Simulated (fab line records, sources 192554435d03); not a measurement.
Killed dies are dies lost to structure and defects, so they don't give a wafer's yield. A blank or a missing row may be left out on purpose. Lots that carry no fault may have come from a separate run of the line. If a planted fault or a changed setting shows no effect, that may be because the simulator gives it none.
Split-lot experiment    flow n5_finfet    7 lots, 21 wafers read, on a route of 1938 steps

## THE SPLIT ITSELF
At N5_BEOL_M1_ETCH_64 (etches SOC in N2/H2, target depth 75 nm, overetch 15 nm, time 112.5 s), the setting bias_w was moved away from the recipe's 150 W on 6 of the 21 wafers read, by -12.2% to +11.5%. All remaining wafers had this setting at the recipe value.

The reading is taken at the split's own step.

## THE READING
rf_vpp_V, in V, at N5_BEOL_M1_ETCH_64 (etches SOC in N2/H2, target depth 75 nm, overetch 15 nm, time 112.5 s). A value of 523.6 V with a standard deviation of 2.3 V is what fault-free wafers of this fab line usually give.

wafer   tool, chamber at the split  bias_w as run, W  against the recipe  rf_vpp_V, V  against lot-mates on the recipe
L083.2  rie_diel-05, 2              167.3             +11.5%              564.5        +44.1
L083.3  rie_diel-05, 0              167.3             +11.5%              563.9        +43.5
L083.4  rie_diel-05, 3              150               recipe              520.4        -
L086.2  rie_diel-02, 3              150               recipe              523.5        -
L086.3  rie_diel-02, 2              150               recipe              527.8        -
L086.6  rie_diel-02, 2              150               recipe              526.2        -
L088.2  rie_diel-05, 0              131.7             -12.2%              484.3        -40.4
L088.3  rie_diel-05, 2              131.7             -12.2%              483.8        -40.9
L088.6  rie_diel-05, 0              150               recipe              524.7        -
L090.4  rie_diel-04, 1              138.6             -7.6%               498.6        -23.8
L090.5  rie_diel-04, 1              150               recipe              523.7        -
L090.6  rie_diel-04, 0              150               recipe              521.1        -
L092.2  rie_diel-04, 2              150               recipe              523.7        -
L092.3  rie_diel-04, 1              150               recipe              524.6        -
L092.5  rie_diel-04, 0              150               recipe              521.3        -
L094.1  rie_diel-04, 1              150               recipe              524.0        -
L094.2  rie_diel-04, 3              150               recipe              522.1        -
L094.3  rie_diel-04, 0              150               recipe              520.3        -
L096.3  rie_diel-05, 1              150               recipe              525.5        -
L096.4  rie_diel-05, 3              139.3             -7.1%               497.3        -27.8
L096.5  rie_diel-05, 0              150               recipe              524.7        -

FIT RESULTS
A straight line over all 21 wafers: rf_vpp_V changes by +3.4 V for each +1% of bias_w; r = +0.99; the points scatter about the line by 2.1 V.
The same after taking each lot's own level away (the mean of its wafers on the recipe; 21 wafers): +3.56 V for each +1%; r = +1.00; scatter 1.9 V.
Per that fit: largest bias_w move, reading shift of 43 V.
The span of the lots' own levels, 520.40 to 525.83 V, comes to 2.4 times the standard deviation stated above.
So the lot-to-lot level changes the slope little: the two slopes agree.
Check: with one of the wafers moved furthest among these (-12.2%) left out of the fit, the line predicts -43.6 V for it against its lot-mates. It came out at -40.4 V against them.
Tool readings at the split's step, against how far the setting was moved: rf_vpp_V r = +0.99.

## FURTHER SPLITS ON THESE WAFERS
Other splits were also applied to these wafers ahead of the reading. Each is held against what the fit with the lots' levels taken away leaves over:
other split on the same wafers               wafers away from the commonest value  r with rf_vpp_V (lot level and that fit taken away)
N5_BEOL_M0_SAQP_SPACER2_ALD_26 target_thk_a  9                                     -0.32
N5_BEOL_M0_SAQP_ETCH_88 source_w             8                                     -0.06
N5_BEOL_M0_CUTY_COAT_51 spin_rpm             7                                     -0.17

## THE WHOLE CHAIN: every reading that the file lists as answering this split, in the file's order
step                what it does                                                           reading                                                                           change (the file's fit)                 r (the file's)
N5_BEOL_M1_ETCH_64  etches SOC in N2/H2, target depth 75 nm, overetch 15 nm, time 112.5 s  rf_vpp_V                                                                          +3.53 V for each +1% of the setting     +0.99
N5_BEOL_M1_ETCH_64  etches SOC in N2/H2, target depth 75 nm, overetch 15 nm, time 112.5 s  SiARC_of_BEOL_M1_COAT_62.thk_nm (the simulator's own value, which no gauge read)  -0.0745 nm for each +1% of the setting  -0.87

## FILE'S OWN FIT
rf_vpp_V changes by +3.53 V for each +1% of bias_w, r = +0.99.
